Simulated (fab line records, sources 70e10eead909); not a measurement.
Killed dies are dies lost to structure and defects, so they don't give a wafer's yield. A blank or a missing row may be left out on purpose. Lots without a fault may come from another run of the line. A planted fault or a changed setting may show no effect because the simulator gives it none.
One fault seen from 2 desks | flow nand_harc | each desk has only its own numbers; what lay behind them comes last

THE TOOL OWNER'S DESK: arfi_scanner-03
The tool's own readings at NHARC_P_GATE_EXPOSE_23 (exposes mask P GATE, target cd 120 nm): means of the sampled wafers that have a number, for each lot that ran on this tool. A lot is out of limits, marked OUT, if its mean lies more than 4 standard deviations from the usual mean; the brackets give that distance.
Columns: A = exposure_dose_mJ_cm2 at NHARC_P_GATE_EXPOSE_23, usual 93.91; B = focus_offset_nm at NHARC_P_GATE_EXPOSE_23, usual 0.1 nm
lot  | first seen here | A                       | B
L433 | day 5 06:34     | 93.91                   | 0.3
L434 | day 5 09:50     | 94.01                   | -0.1
L444 | day 7 20:21     | 55.58 (-99 or more) OUT | -0.7
L443 | day 7 20:42     | 55.73 (-99 or more) OUT | 0.6
This desk's finding: out of limits on L443, L444; first on L444, day 7 20:21 (exposure_dose_mJ_cm2 at NHARC_P_GATE_EXPOSE_23). In limits: L433, L434.

THE METROLOGY DESK
What the gauges read, lot by lot, whatever tool the lot ran on: means of the sampled wafers that have a number. A lot is out of limits, marked OUT, if its mean lies more than 4 standard deviations from the usual mean; the brackets give that distance.
Columns: A = cd_nm at NHARC_P_GATE_CD_MEAS_26, usual 119.9 nm; B = cd_nm at NHARC_P_GATE_CD_MEAS_33, usual 119 nm
lot  | first seen here | A               | B
L432 | day 4 22:50     | 119.4           | 118
L433 | day 5 06:43     | 120.4           | 120
L434 | day 5 09:59     | 120.1           | 117
L435 | day 5 10:25     | 120.2           | 121
L436 | day 6 01:22     | 118.8           | 121
L439 | day 6 21:55     | 119.5           | 121
L444 | day 7 20:29     | 150.4 (+47) OUT | -
L443 | day 7 20:50     | 151.0 (+48) OUT | -
L447 | day 8 17:34     | 119.6           | 121
L450 | day 9 11:52     | 120.0           | 121
L451 | day 9 19:49     | 120.2           | 118
L454 | day 10 12:35    | 120.3           | 118
This desk's finding: out of limits on L443, L444; first on L444, day 7 20:29 (cd_nm at NHARC_P_GATE_CD_MEAS_26). In limits: L432, L433, L434, L435, L436, L439, L447, L450, L451, L454.

PUT TOGETHER
The tool owner's desk could have raised an alarm at day 7 20:21, on L443, L444.
The metrology desk could have raised an alarm at day 7 20:29, on L443, L444.
Of the lots named, all ran NHARC_P_GATE_EXPOSE_23 on arfi_scanner-03.

WHAT THE SIMULATOR HAD PUT IN
Process parameter drift: arfi_scanner-03, from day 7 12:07 on, at NHARC_P_GATE_EXPOSE_23. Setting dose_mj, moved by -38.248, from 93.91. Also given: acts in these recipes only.
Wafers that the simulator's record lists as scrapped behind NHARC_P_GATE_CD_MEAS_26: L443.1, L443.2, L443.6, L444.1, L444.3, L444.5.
Lots struck among those shown: L443, L444.
Hours from the fault's start to each desk's first reading out of limits: the tool owner's desk, 8; the metrology desk, 8.
